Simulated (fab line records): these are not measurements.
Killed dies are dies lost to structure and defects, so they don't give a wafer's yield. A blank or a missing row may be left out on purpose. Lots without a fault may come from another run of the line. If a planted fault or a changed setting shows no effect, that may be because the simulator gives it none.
Which of the tools did it? :: flow n5_finfet :: 36 wafers from 12 lots sampled at 5 of the route's 1938 steps

== WHAT THE GAUGES SHOWED, per wafer ==
N5_BEOL_M7_CD_MEAS_11: target cd 38.5 nm.
lot: L074
measured: day 10 16:02
on: cd_sem-02
cd_nm (nm): 38.5 38.2 39.1

lot: L077
measured: day 11 21:48
on: cd_sem-02
cd_nm (nm): 38.4 38.1 38.1

lot: L078
measured: day 12 03:54
on: cd_sem-03
cd_nm (nm): 38.2 38.9 38.0

lot: L081
measured: day 12 11:32
on: cd_sem-01
cd_nm (nm): 37.9 37.8 37.9

lot: L082
measured: day 13 05:52
on: cd_sem-02
cd_nm (nm): 38.3 38.8 38.6

lot: L084
measured: day 13 14:53
on: cd_sem-02
cd_nm (nm): 38.2 38.0 38.0

lot: L089
measured: day 14 00:09
on: cd_sem-01
cd_nm (nm): 38.0 38.0 37.9

lot: L085
measured: day 14 06:41
on: cd_sem-01
cd_nm (nm): 38.5 38.3 38.2

lot: L093
measured: day 14 14:21
on: cd_sem-02
cd_nm (nm): 39.6 38.8 38.7

lot: L092
measured: day 15 11:14
on: cd_sem-02
cd_nm (nm): 38.5 37.9 38.0

lot: L090
measured: day 16 00:47
on: cd_sem-01
cd_nm (nm): 38.2 38.2 38.3

lot: L097
measured: day 17 07:08
on: cd_sem-01
cd_nm (nm): 38.0 38.3 38.2

== WHICH TOOL RAN EACH LOT (tool, then ch and the chambers of the sampled wafers, then the start) ==
lot: L074
N5_BEOL_M6_ETCH_72: rie_diel-03 ch 0,3, day 10 11:31
N5_BEOL_M6_ETCH_41: rie_diel-03 ch 0,3, day 10 12:06 or earlier
N5_BEOL_M6_CURE_75: uv_cure-03 ch 1, day 10 12:06
N5_BEOL_M6_PRE_CLEAN_45: pvd_sputter-01, day 10 12:52

lot: L077
N5_BEOL_M6_ETCH_72: rie_diel-05 ch 1,3, day 11 16:50
N5_BEOL_M6_ETCH_41: rie_diel-05 ch 1,3, day 11 17:26 or earlier
N5_BEOL_M6_CURE_75: uv_cure-03 ch 2, day 11 17:26
N5_BEOL_M6_PRE_CLEAN_45: pvd_sputter-02, day 11 18:09

lot: L078
N5_BEOL_M6_ETCH_72: rie_diel-05 ch 0,1,2, day 11 23:37
N5_BEOL_M6_ETCH_41: rie_diel-05 ch 0,1,2, day 12 00:13 or earlier
N5_BEOL_M6_CURE_75: uv_cure-02 ch 2, day 12 00:13
N5_BEOL_M6_PRE_CLEAN_45: pvd_sputter-01, day 12 00:41

lot: L081
N5_BEOL_M6_ETCH_72: rie_diel-03 ch 0,1,3, day 12 05:58
N5_BEOL_M6_ETCH_41: rie_diel-03 ch 0,1,3, day 12 06:50 or earlier
N5_BEOL_M6_CURE_75: uv_cure-01 ch 0, day 12 06:50
N5_BEOL_M6_PRE_CLEAN_45: pvd_sputter-02, day 12 07:17

lot: L082
N5_BEOL_M6_ETCH_72: rie_diel-05 ch 1,2,3, day 12 23:39
N5_BEOL_M6_ETCH_41: rie_diel-05 ch 1,2,3, day 13 00:17 or earlier
N5_BEOL_M6_CURE_75: uv_cure-03 ch 2, day 13 00:17
N5_BEOL_M6_PRE_CLEAN_45: pvd_sputter-02, day 13 00:49

lot: L084
N5_BEOL_M6_ETCH_72: rie_diel-06 ch 0,2,3, day 13 08:17
N5_BEOL_M6_ETCH_41: rie_diel-06 ch 0,2,3, day 13 08:53 or earlier
N5_BEOL_M6_CURE_75: uv_cure-03 ch 2, day 13 08:53
N5_BEOL_M6_PRE_CLEAN_45: pvd_sputter-01, day 13 09:21

lot: L089
N5_BEOL_M6_ETCH_72: rie_diel-06 ch 0,2,3, day 13 18:13
N5_BEOL_M6_ETCH_41: rie_diel-06 ch 0,2,3, day 13 18:49 or earlier
N5_BEOL_M6_CURE_75: uv_cure-02 ch 0, day 13 18:49
N5_BEOL_M6_PRE_CLEAN_45: pvd_sputter-02, day 13 19:14

lot: L085
N5_BEOL_M6_ETCH_72: rie_diel-05 ch 0,3, day 14 01:02
N5_BEOL_M6_ETCH_41: rie_diel-05 ch 0,3, day 14 01:40 or earlier
N5_BEOL_M6_CURE_75: uv_cure-02 ch 0, day 14 01:40
N5_BEOL_M6_PRE_CLEAN_45: pvd_sputter-03, day 14 02:13

lot: L093
N5_BEOL_M6_ETCH_72: rie_diel-06 ch 0,1,3, day 14 09:32
N5_BEOL_M6_ETCH_41: rie_diel-06 ch 0,1,3, day 14 10:07 or earlier
N5_BEOL_M6_CURE_75: uv_cure-02 ch 0, day 14 10:07
N5_BEOL_M6_PRE_CLEAN_45: pvd_sputter-01, day 14 10:32

lot: L092
N5_BEOL_M6_ETCH_72: rie_diel-03 ch 0,2,3, day 15 06:53
N5_BEOL_M6_ETCH_41: rie_diel-03 ch 0,2,3, day 15 07:31 or earlier
N5_BEOL_M6_CURE_75: uv_cure-02 ch 1, day 15 07:31
N5_BEOL_M6_PRE_CLEAN_45: pvd_sputter-02, day 15 07:51

lot: L090
N5_BEOL_M6_ETCH_72: rie_diel-03 ch 0,1,2, day 15 19:59
N5_BEOL_M6_ETCH_41: rie_diel-03 ch 0,1,2, day 15 20:37 or earlier
N5_BEOL_M6_CURE_75: uv_cure-03 ch 0, day 15 20:37
N5_BEOL_M6_PRE_CLEAN_45: pvd_sputter-02, day 15 21:00

lot: L097
N5_BEOL_M6_ETCH_72: rie_diel-06 ch 1,2, day 16 23:43
N5_BEOL_M6_ETCH_41: rie_diel-06 ch 1,2, day 17 00:34 or earlier
N5_BEOL_M6_CURE_75: uv_cure-01 ch 0, day 17 00:34
N5_BEOL_M6_PRE_CLEAN_45: pvd_sputter-02, day 17 02:16
- N5_BEOL_M6_ETCH_72: etches underlayer in N2/H2, target depth 6.5 nm, time 5.2 s.
- N5_BEOL_M6_ETCH_41: etches SiCN in CH3F/O2, target depth 29.7 nm, time 52 s.
- N5_BEOL_M6_CURE_75: cures SiCOH lowk, time 120 s.
- N5_BEOL_M6_PRE_CLEAN_45: time 30 s.

== THE ANSWER, worked out from the rows above alone ==
Rule: what is usual is taken from the lots themselves. The widest of any qualifying gaps counts: lots, ordered by their means at a reading, are off when they make up no more than a third of the lots, leave a main group of 4 or more, and stand apart from it by 3 or more times the standard deviation of that group's means. A main group is skipped when, at the precision printed for the reading in the tables above, its means are all equal. Also off: a lot with no number at a reading for which 4 or more lots have one. All remaining lots with rows at the step are treated as sound.
None of the lots is off at any reading shown; this tells nothing.

== WHAT THE SIMULATOR HAD INSERTED ==
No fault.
